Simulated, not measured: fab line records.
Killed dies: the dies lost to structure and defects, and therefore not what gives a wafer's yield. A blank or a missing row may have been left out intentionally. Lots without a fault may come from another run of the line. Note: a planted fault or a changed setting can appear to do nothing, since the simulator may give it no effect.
Which tool did it? + flow n5-finfet + 24 lots with 72 wafers sampled at 6 steps, on a route of 1938 steps

WHAT THE GAUGES READ, wafer by wafer
The record lacks any reading of a measuring or inspecting step that a usual standard deviation could be used to judge.

EACH LOT AND THE TOOL THAT RAN IT (in order: tool; ch and the chambers of the sampled wafers; start)
| lot  | N5_BEOL_M5_CURE_79            | N5_BEOL_M5_HM_DEP_02         | N5_BEOL_M5_ETCH_62                 | N5_BEOL_M5_ETCH_41                            | N5_BEOL_M5_SPUTTER_48        | N5_BEOL_M5_ANNEAL_82         |
|------|-------------------------------|------------------------------|------------------------------------|-----------------------------------------------|------------------------------|------------------------------|
| L074 | uv-cure-01 ch 2, day 7 17:28  | pvd-sputter-02, day 7 18:43  | rie-diel-03 ch 1,2, day 7 19:50    | rie-diel-06 ch 1,2, day 8 01:31 or earlier    | pvd-sputter-03, day 8 01:31  | pvd-sputter-03, day 8 02:41  |
| L075 | uv-cure-03 ch 0, day 8 08:24  | pvd-sputter-02, day 8 10:05  | rie-diel-04 ch 2,3, day 8 10:49    | rie-diel-04 ch 1,2, day 8 17:06 or earlier    | pvd-sputter-01, day 8 17:06  | pvd-sputter-01, day 8 18:16  |
| L076 | uv-cure-01 ch 2, day 8 10:22  | pvd-sputter-02, day 8 10:44  | rie-diel-03 ch 1,2,3, day 8 11:23  | rie-diel-06 ch 2,3, day 8 14:57 or earlier    | pvd-sputter-03, day 8 14:57  | pvd-sputter-03, day 8 16:07  |
| L077 | uv-cure-03 ch 1, day 8 17:13  | pvd-sputter-02, day 8 17:53  | rie-diel-04 ch 1,2,3, day 8 18:36  | rie-diel-06 ch 0,2,3, day 8 22:30 or earlier  | pvd-sputter-02, day 8 22:30  | pvd-sputter-02, day 8 23:40  |
| L079 | uv-cure-03 ch 1, day 8 19:10  | pvd-sputter-02, day 8 20:29  | rie-diel-04 ch 0,1, day 8 21:13    | rie-diel-03 ch 1,2,3, day 9 03:44 or earlier  | pvd-sputter-02, day 9 03:44  | pvd-sputter-02, day 9 04:54  |
| L078 | uv-cure-02 ch 1, day 8 19:13  | pvd-sputter-02, day 8 20:45  | rie-diel-04 ch 0,1,2, day 8 21:31  | rie-diel-06 ch 0,1, day 9 04:40 or earlier    | pvd-sputter-03, day 9 04:40  | pvd-sputter-03, day 9 05:59  |
| L080 | uv-cure-01 ch 2, day 9 18:59  | pvd-sputter-02, day 9 20:03  | rie-diel-06 ch 0,1,2, day 9 20:41  | rie-diel-04 ch 0,2,3, day 10 00:04 or earlier | pvd-sputter-02, day 10 00:04 | pvd-sputter-02, day 10 01:14 |
| L081 | uv-cure-01 ch 0, day 10 01:31 | pvd-sputter-01, day 10 02:24 | rie-diel-03 ch 0,2,3, day 10 03:07 | rie-diel-03 ch 1,2,3, day 10 07:08 or earlier | pvd-sputter-01, day 10 07:08 | pvd-sputter-01, day 10 08:19 |
| L082 | uv-cure-01 ch 2, day 10 14:56 | pvd-sputter-02, day 10 15:50 | rie-diel-03 ch 2,3, day 10 16:34   | rie-diel-06 ch 1,3, day 10 20:25 or earlier   | pvd-sputter-03, day 10 20:25 | pvd-sputter-03, day 10 21:35 |
| L083 | uv-cure-01 ch 2, day 10 22:26 | pvd-sputter-02, day 10 23:59 | rie-diel-04 ch 1,3, day 11 00:38   | rie-diel-03 ch 0,2,3, day 11 03:28 or earlier | pvd-sputter-03, day 11 03:28 | pvd-sputter-03, day 11 04:38 |
| L084 | uv-cure-01 ch 0, day 11 01:14 | pvd-sputter-03, day 11 02:35 | rie-diel-04 ch 0,1,2, day 11 03:19 | rie-diel-03 ch 0,1,3, day 11 09:09 or earlier | pvd-sputter-01, day 11 09:09 | pvd-sputter-01, day 11 10:19 |
| L085 | uv-cure-02 ch 2, day 11 05:20 | pvd-sputter-01, day 11 08:11 | rie-diel-03 ch 0,1, day 11 08:47   | rie-diel-03 ch 0,1, day 11 13:59 or earlier   | pvd-sputter-02, day 11 13:59 | pvd-sputter-02, day 11 15:09 |
| L086 | uv-cure-02 ch 0, day 11 07:08 | pvd-sputter-01, day 11 08:58 | rie-diel-04 ch 0,3, day 11 09:41   | rie-diel-06 ch 0,1,2, day 11 13:35 or earlier | pvd-sputter-01, day 11 13:35 | pvd-sputter-01, day 11 14:45 |
| L088 | uv-cure-02 ch 0, day 11 16:01 | pvd-sputter-03, day 11 18:47 | rie-diel-06 ch 0,2,3, day 11 19:26 | rie-diel-06 ch 1,2,3, day 11 22:46 or earlier | pvd-sputter-01, day 11 22:46 | pvd-sputter-01, day 11 23:56 |
| L087 | uv-cure-01 ch 1, day 11 16:26 | pvd-sputter-03, day 11 18:53 | rie-diel-04 ch 1,2, day 11 19:36   | rie-diel-03 ch 1,2,3, day 11 22:56 or earlier | pvd-sputter-02, day 11 22:56 | pvd-sputter-02, day 12 00:05 |
| L089 | uv-cure-02 ch 0, day 12 05:49 | pvd-sputter-01, day 12 06:52 | rie-diel-04 ch 1,3, day 12 07:56   | rie-diel-04 ch 1,2, day 12 13:16 or earlier   | pvd-sputter-01, day 12 13:16 | pvd-sputter-01, day 12 14:26 |
| L091 | uv-cure-02 ch 1, day 12 08:37 | pvd-sputter-01, day 12 10:10 | rie-diel-04 ch 1,2,3, day 12 11:13 | rie-diel-03 ch 1,2,3, day 12 17:56 or earlier | pvd-sputter-03, day 12 17:56 | pvd-sputter-03, day 12 19:06 |
| L090 | uv-cure-02 ch 1, day 12 12:47 | pvd-sputter-02, day 12 13:22 | rie-diel-03 ch 1,2,3, day 12 14:27 | rie-diel-03 ch 0,3, day 12 19:04 or earlier   | pvd-sputter-02, day 12 19:04 | pvd-sputter-02, day 12 20:13 |
| L092 | uv-cure-02 ch 0, day 12 16:38 | pvd-sputter-02, day 12 18:16 | rie-diel-03 ch 2,3, day 12 19:31   | rie-diel-03 ch 0,2,3, day 13 01:57 or earlier | pvd-sputter-01, day 13 01:57 | pvd-sputter-01, day 13 03:07 |
| L093 | uv-cure-02 ch 2, day 13 05:13 | pvd-sputter-01, day 13 06:27 | rie-diel-03 ch 1,2, day 13 07:41   | rie-diel-04 ch 1,2, day 13 10:56 or earlier   | pvd-sputter-02, day 13 10:56 | pvd-sputter-02, day 13 12:06 |
| L094 | uv-cure-02 ch 0, day 13 06:02 | pvd-sputter-01, day 13 06:44 | rie-diel-04 ch 0,1,2, day 13 07:57 | rie-diel-04 ch 1,2, day 13 12:47 or earlier   | pvd-sputter-01, day 13 12:47 | pvd-sputter-01, day 13 13:58 |
| L095 | uv-cure-03 ch 1, day 13 20:23 | pvd-sputter-02, day 13 21:46 | rie-diel-03 ch 1,3, day 13 22:50   | rie-diel-03 ch 0,1,3, day 14 03:00 or earlier | pvd-sputter-01, day 14 03:00 | pvd-sputter-01, day 14 04:10 |
| L096 | uv-cure-02 ch 0, day 13 23:02 | pvd-sputter-01, day 14 00:24 | rie-diel-03 ch 0,1,3, day 14 01:02 | rie-diel-03 ch 0,1,3, day 14 04:43 or earlier | pvd-sputter-02, day 14 04:43 | pvd-sputter-02, day 14 05:53 |
| L097 | uv-cure-02 ch 0, day 14 04:23 | pvd-sputter-03, day 14 07:02 | rie-diel-04 ch 0,2,3, day 14 08:32 | rie-diel-03 ch 1,3, day 14 13:06 or earlier   | pvd-sputter-03, day 14 13:06 | pvd-sputter-03, day 14 14:16 |
- N5_BEOL_M5_CURE_79: cures SiCOH lowk, time 240 s.
- N5_BEOL_M5_HM_DEP_02: deposits TiN, target thk 20 nm.
- N5_BEOL_M5_ETCH_62: etches SOC in N2/H2, target depth 75 nm, overetch 15 nm, time 112.5 s.
- N5_BEOL_M5_ETCH_41: etches SiCN in CH3F/O2, target depth 31.5 nm, time 56.7 s.
- N5_BEOL_M5_SPUTTER_48: material Cu, target thk 15 nm, time 27.62 s.
- N5_BEOL_M5_ANNEAL_82: time 1800 s.

WHAT THE TOOLS THEMSELVES READ (means of the sampled wafers that have a number; where no wafer has one, the mark that the record gives instead)
N5_BEOL_M5_CURE_79. Usual: lamp-power-pct 52.32 %, standard deviation 0.054; wafer_temp_C_max 386.9, standard deviation 0.54.
| lot  | tool       | lamp-power-pct (%) | wafer_temp_C_max | flag |
|------|------------|--------------------|------------------|------|
| L074 | uv-cure-01 | 52.35              | 387.7            |      |
| L075 | uv-cure-03 | 52.31              | 386.6            |      |
| L076 | uv-cure-01 | 52.29              | 388.3            |      |
| L077 | uv-cure-03 | 52.30              | 386.1            |      |
| L079 | uv-cure-03 | 52.27              | 386.6            |      |
| L078 | uv-cure-02 | 52.37              | 387.0            |      |
| L080 | uv-cure-01 | 52.31              | 386.9            |      |
| L081 | uv-cure-01 | 52.35              | 387.3            |      |
| L082 | uv-cure-01 | 52.29              | 387.5            |      |
| L083 | uv-cure-01 | 52.40              | 387.6            |      |
| L084 | uv-cure-01 | 52.32              | 387.5            |      |
| L085 | uv-cure-02 | 52.29              | 386.2            |      |
| L086 | uv-cure-02 | 52.30              | 386.9            |      |
| L088 | uv-cure-02 | 52.27              | 386.8            |      |
| L087 | uv-cure-01 | 52.32              | 387.1            |      |
| L089 | uv-cure-02 | 52.31              | 386.7            |      |
| L091 | uv-cure-02 | 52.36              | 386.9            |      |
| L090 | uv-cure-02 | 52.39              | 387.1            |      |
| L092 | uv-cure-02 | 52.28              | 386.9            |      |
| L093 | uv-cure-02 | 52.33              | 386.5            |      |
| L094 | uv-cure-02 | 52.32              | 387.1            |      |
| L095 | uv-cure-03 | 52.31              | 386.4            |      |
| L096 | uv-cure-02 | 52.33              | 386.6            |      |
| L097 | uv-cure-02 | 52.25              | 387.1            |      |

N5_BEOL_M5_HM_DEP_02. Usual: chamber-pressure-pa 0.5000 Pa, standard deviation 0.001; throttle-valve-pct 30.0 %, standard deviation 1.
| lot  | tool           | chamber-pressure-pa (Pa) | throttle-valve-pct (%) | flag |
|------|----------------|--------------------------|------------------------|------|
| L074 | pvd-sputter-02 | 0.5009                   | 30.8                   |      |
| L075 | pvd-sputter-02 | 0.5010                   | 30.4                   |      |
| L076 | pvd-sputter-02 | 0.4999                   | 30.4                   |      |
| L077 | pvd-sputter-02 | 0.4996                   | 30.6                   |      |
| L079 | pvd-sputter-02 | 0.4989                   | 30.8                   |      |
| L078 | pvd-sputter-02 | 0.5004                   | 30.7                   |      |
| L080 | pvd-sputter-02 | 0.4996                   | 30.4                   |      |
| L081 | pvd-sputter-01 | 0.5006                   | 29.5                   |      |
| L082 | pvd-sputter-02 | 0.4987                   | 30.8                   |      |
| L083 | pvd-sputter-02 | 0.4999                   | 30.6                   |      |
| L084 | pvd-sputter-03 | 0.4996                   | 29.6                   |      |
| L085 | pvd-sputter-01 | 0.4998                   | 30.2                   |      |
| L086 | pvd-sputter-01 | 0.4985                   | 30.1                   |      |
| L088 | pvd-sputter-03 | 0.4990                   | 29.3                   |      |
| L087 | pvd-sputter-03 | 0.5009                   | 28.2                   |      |
| L089 | pvd-sputter-01 | 0.5000                   | 29.7                   |      |
| L091 | pvd-sputter-01 | 0.5002                   | 29.3                   |      |
| L090 | pvd-sputter-02 | 0.5002                   | 30.4                   |      |
| L092 | pvd-sputter-02 | 0.5002                   | 30.4                   |      |
| L093 | pvd-sputter-01 | 0.4997                   | 30.4                   |      |
| L094 | pvd-sputter-01 | 0.4999                   | 30.8                   |      |
| L095 | pvd-sputter-02 | 0.5000                   | 30.4                   |      |
| L096 | pvd-sputter-01 | 0.5001                   | 29.8                   |      |
| L097 | pvd-sputter-03 | 0.5015                   | 28.3                   |      |

N5_BEOL_M5_ETCH_62. Usual: drypump-motor-current-A 5.4 A, standard deviation 0.41; h2-flow-sccm 199.9 sccm, standard deviation 0.64; oes-product-au 0.62 a.u., standard deviation 0.064; rf-vpp-V 522.9 V, standard deviation 2.3; showerhead-plenum-p-Torr 2.51 Torr, standard deviation 0.078; throttle-valve-pct 17.97 %, standard deviation 0.19.
| lot  | tool        | drypump-motor-current-A (A) | h2-flow-sccm (sccm) | oes-product-au (a.u.) | rf-vpp-V (V) | showerhead-plenum-p-Torr (Torr) | throttle-valve-pct (%) | flag |
|------|-------------|-----------------------------|---------------------|-----------------------|--------------|---------------------------------|------------------------|------|
| L074 | rie-diel-03 | 5.5                         | 200.2               | 0.58                  | 525.1        | 2.58                            | 17.92                  |      |
| L075 | rie-diel-04 | 4.9                         | 200.4               | 0.62                  | 523.5        | 2.52                            | 17.81                  |      |
| L076 | rie-diel-03 | 5.5                         | 199.7               | 0.59                  | 524.6        | 2.54                            | 18.02                  |      |
| L077 | rie-diel-04 | 5.1                         | 199.1               | 0.68                  | 524.1        | 2.53                            | 17.86                  |      |
| L079 | rie-diel-04 | 5.7                         | 200.1               | 0.72                  | 524.9        | 2.55                            | 18.01                  |      |
| L078 | rie-diel-04 | 5.5                         | 200.2               | 0.70                  | 522.6        | 2.51                            | 17.86                  |      |
| L080 | rie-diel-06 | 6.0                         | 199.2               | 0.59                  | 522.9        | 2.50                            | 17.86                  |      |
| L081 | rie-diel-03 | 5.5                         | 199.7               | 0.58                  | 521.9        | 2.47                            | 18.09                  |      |
| L082 | rie-diel-03 | 5.4                         | 199.6               | 0.57                  | 525.0        | 2.57                            | 18.10                  |      |
| L083 | rie-diel-04 | 5.3                         | 199.8               | 0.67                  | 524.8        | 2.57                            | 18.05                  |      |
| L084 | rie-diel-04 | 5.4                         | 200.1               | 0.68                  | 523.0        | 2.51                            | 17.89                  |      |
| L085 | rie-diel-03 | 5.6                         | 200.3               | 0.57                  | 521.3        | 2.47                            | 17.95                  |      |
| L086 | rie-diel-04 | 5.3                         | 199.9               | 0.58                  | 522.6        | 2.50                            | 17.97                  |      |
| L088 | rie-diel-06 | 5.7                         | 199.8               | 0.62                  | 524.2        | 2.55                            | 17.65                  |      |
| L087 | rie-diel-04 | 5.1                         | 200.1               | 0.70                  | 523.4        | 2.51                            | 17.78                  |      |
| L089 | rie-diel-04 | 5.1                         | 200.5               | 0.61                  | 523.5        | 2.53                            | 18.03                  |      |
| L091 | rie-diel-04 | 5.1                         | 199.8               | 0.64                  | 523.7        | 2.52                            | 17.91                  |      |
| L090 | rie-diel-03 | 5.5                         | 199.6               | 0.57                  | 523.7        | 2.53                            | 18.06                  |      |
| L092 | rie-diel-03 | 5.5                         | 200.1               | 0.57                  | 523.2        | 2.49                            | 18.18                  |      |
| L093 | rie-diel-03 | 5.3                         | 200.2               | 0.55                  | 524.1        | 2.59                            | 18.06                  |      |
| L094 | rie-diel-04 | 5.5                         | 200.2               | 0.65                  | 523.0        | 2.50                            | 17.92                  |      |
| L095 | rie-diel-03 | 5.7                         | 200.1               | 0.57                  | 521.0        | 2.45                            | 18.13                  |      |
| L096 | rie-diel-03 | 5.7                         | 200.0               | 0.57                  | 520.5        | 2.43                            | 18.08                  |      |
| L097 | rie-diel-04 | 5.2                         | 200.2               | 0.60                  | 521.8        | 2.47                            | 17.91                  |      |

N5_BEOL_M5_ETCH_41. Usual: drypump-motor-current-A 5.5 A, standard deviation 0.38; oes-product-au 0.76 a.u., standard deviation 0.08; rf-vpp-V 296.6 V, standard deviation 1.6; showerhead-plenum-p-Torr 1.96 Torr, standard deviation 0.069; throttle-valve-pct 16.39 %, standard deviation 0.21.
| lot  | tool        | drypump-motor-current-A (A) | oes-product-au (a.u.) | rf-vpp-V (V) | showerhead-plenum-p-Torr (Torr) | throttle-valve-pct (%) | flag |
|------|-------------|-----------------------------|-----------------------|--------------|---------------------------------|------------------------|------|
| L074 | rie-diel-06 | 5.7                         | 0.72                  | 296.5        | 1.97                            | 16.46                  |      |
| L075 | rie-diel-04 | 5.3                         | 0.96                  | 296.5        | 2.01                            | 16.29                  |      |
| L076 | rie-diel-06 | 5.2                         | 0.87                  | 297.5        | 2.02                            | 16.10                  |      |
| L077 | rie-diel-06 | 5.7                         | 0.81                  | 297.2        | 2.02                            | 16.14                  |      |
| L079 | rie-diel-03 | 5.5                         | 0.73                  | 297.7        | 1.98                            | 16.47                  |      |
| L078 | rie-diel-06 | 6.0                         | 0.78                  | 295.8        | 1.95                            | 16.42                  |      |
| L080 | rie-diel-04 | 5.2                         | 0.79                  | 296.9        | 1.95                            | 16.31                  |      |
| L081 | rie-diel-03 | 5.5                         | 0.72                  | 297.3        | 1.98                            | 16.48                  |      |
| L082 | rie-diel-06 | 5.3                         | 0.86                  | 297.1        | 1.99                            | 16.19                  |      |
| L083 | rie-diel-03 | 5.5                         | 0.72                  | 295.9        | 1.94                            | 16.55                  |      |
| L084 | rie-diel-03 | 5.7                         | 0.72                  | 295.3        | 1.90                            | 16.44                  |      |
| L085 | rie-diel-03 | 5.7                         | 0.72                  | 295.1        | 1.88                            | 16.36                  |      |
| L086 | rie-diel-06 | 6.0                         | 0.74                  | 296.3        | 1.97                            | 16.40                  |      |
| L088 | rie-diel-06 | 5.5                         | 0.78                  | 296.6        | 1.98                            | 16.35                  |      |
| L087 | rie-diel-03 | 5.5                         | 0.71                  | 296.6        | 1.98                            | 16.50                  |      |
| L089 | rie-diel-04 | 5.3                         | 0.89                  | 297.2        | 2.00                            | 16.34                  |      |
| L091 | rie-diel-03 | 5.5                         | 0.71                  | 297.3        | 1.97                            | 16.50                  |      |
| L090 | rie-diel-03 | 5.7                         | 0.72                  | 294.7        | 1.87                            | 16.60                  |      |
| L092 | rie-diel-03 | 5.5                         | 0.71                  | 295.7        | 1.93                            | 16.56                  |      |
| L093 | rie-diel-04 | 5.3                         | 0.87                  | 298.1        | 2.00                            | 16.37                  |      |
| L094 | rie-diel-04 | 5.0                         | 0.85                  | 296.4        | 1.97                            | 16.27                  |      |
| L095 | rie-diel-03 | 5.7                         | 0.70                  | 295.5        | 1.89                            | 16.49                  |      |
| L096 | rie-diel-03 | 5.7                         | 0.71                  | 295.2        | 1.89                            | 16.49                  |      |
| L097 | rie-diel-03 | 5.7                         | 0.70                  | 295.2        | 1.91                            | 16.59                  |      |

N5_BEOL_M5_SPUTTER_48. Usual: chamber-pressure-pa 0.07001 Pa, standard deviation 0.00015; throttle-valve-pct 29.9 %, standard deviation 1.1.
| lot  | tool           | chamber-pressure-pa (Pa) | throttle-valve-pct (%) | flag |
|------|----------------|--------------------------|------------------------|------|
| L074 | pvd-sputter-03 | 0.07003                  | 29.4                   |      |
| L075 | pvd-sputter-01 | 0.06993                  | 29.0                   |      |
| L076 | pvd-sputter-03 | 0.06992                  | 29.7                   |      |
| L077 | pvd-sputter-02 | 0.06995                  | 30.8                   |      |
| L079 | pvd-sputter-02 | 0.06999                  | 30.1                   |      |
| L078 | pvd-sputter-03 | 0.07004                  | 29.8                   |      |
| L080 | pvd-sputter-02 | 0.06995                  | 30.7                   |      |
| L081 | pvd-sputter-01 | 0.06986                  | 29.7                   |      |
| L082 | pvd-sputter-03 | 0.07000                  | 29.2                   |      |
| L083 | pvd-sputter-03 | 0.06994                  | 29.2                   |      |
| L084 | pvd-sputter-01 | 0.06980                  | 29.8                   |      |
| L085 | pvd-sputter-02 | 0.07001                  | 30.6                   |      |
| L086 | pvd-sputter-01 | 0.07000                  | 30.2                   |      |
| L088 | pvd-sputter-01 | 0.07005                  | 29.6                   |      |
| L087 | pvd-sputter-02 | 0.06998                  | 30.5                   |      |
| L089 | pvd-sputter-01 | 0.07009                  | 30.2                   |      |
| L091 | pvd-sputter-03 | 0.07008                  | 28.7                   |      |
| L090 | pvd-sputter-02 | 0.06997                  | 30.8                   |      |
| L092 | pvd-sputter-01 | 0.06994                  | 29.8                   |      |
| L093 | pvd-sputter-02 | 0.07002                  | 30.6                   |      |
| L094 | pvd-sputter-01 | 0.06999                  | 29.8                   |      |
| L095 | pvd-sputter-01 | 0.07024                  | 29.1                   |      |
| L096 | pvd-sputter-02 | 0.07006                  | 30.5                   |      |
| L097 | pvd-sputter-03 | 0.07018                  | 29.7                   |      |

N5_BEOL_M5_ANNEAL_82. Usual: heater-power-w 853 W, standard deviation 130.
| lot  | tool           | heater-power-w (W) | flag |
|------|----------------|--------------------|------|
| L074 | pvd-sputter-03 | 805                |      |
| L075 | pvd-sputter-01 | 862                |      |
| L076 | pvd-sputter-03 | 882                |      |
| L077 | pvd-sputter-02 | 911                |      |
| L079 | pvd-sputter-02 | 1008               |      |
| L078 | pvd-sputter-03 | 775                |      |
| L080 | pvd-sputter-02 | 922                |      |
| L081 | pvd-sputter-01 | 772                |      |
| L082 | pvd-sputter-03 | 876                |      |
| L083 | pvd-sputter-03 | 801                |      |
| L084 | pvd-sputter-01 | 686                |      |
| L085 | pvd-sputter-02 | 994                |      |
| L086 | pvd-sputter-01 | 710                |      |
| L088 | pvd-sputter-01 | 829                |      |
| L087 | pvd-sputter-02 | 927                |      |
| L089 | pvd-sputter-01 | 785                |      |
| L091 | pvd-sputter-03 | 846                |      |
| L090 | pvd-sputter-02 | 917                |      |
| L092 | pvd-sputter-01 | 767                |      |
| L093 | pvd-sputter-02 | 981                |      |
| L094 | pvd-sputter-01 | 777                |      |
| L095 | pvd-sputter-01 | 776                |      |
| L096 | pvd-sputter-02 | 993                |      |
| L097 | pvd-sputter-03 | 840                |      |

THE ANSWER, worked out from the rows above alone
Rule: lot off if the mean of its wafers having a number is beyond 3 standard deviations from the usual mean. Also off: a lot with no number at a reading for which 4 or more lots have one. All remaining lots with rows at the step are treated as sound. After the gauges, taken in route order, come the tools' own readings; for these a lot's mean is taken, as printed above. The first step at which some lot is off is used, and at that step the reading that is off furthest; a lot without a number counts as furthest.
Nothing can be told from this: no lot is off at any reading shown.

WHAT THE SIMULATOR HAD PUT IN
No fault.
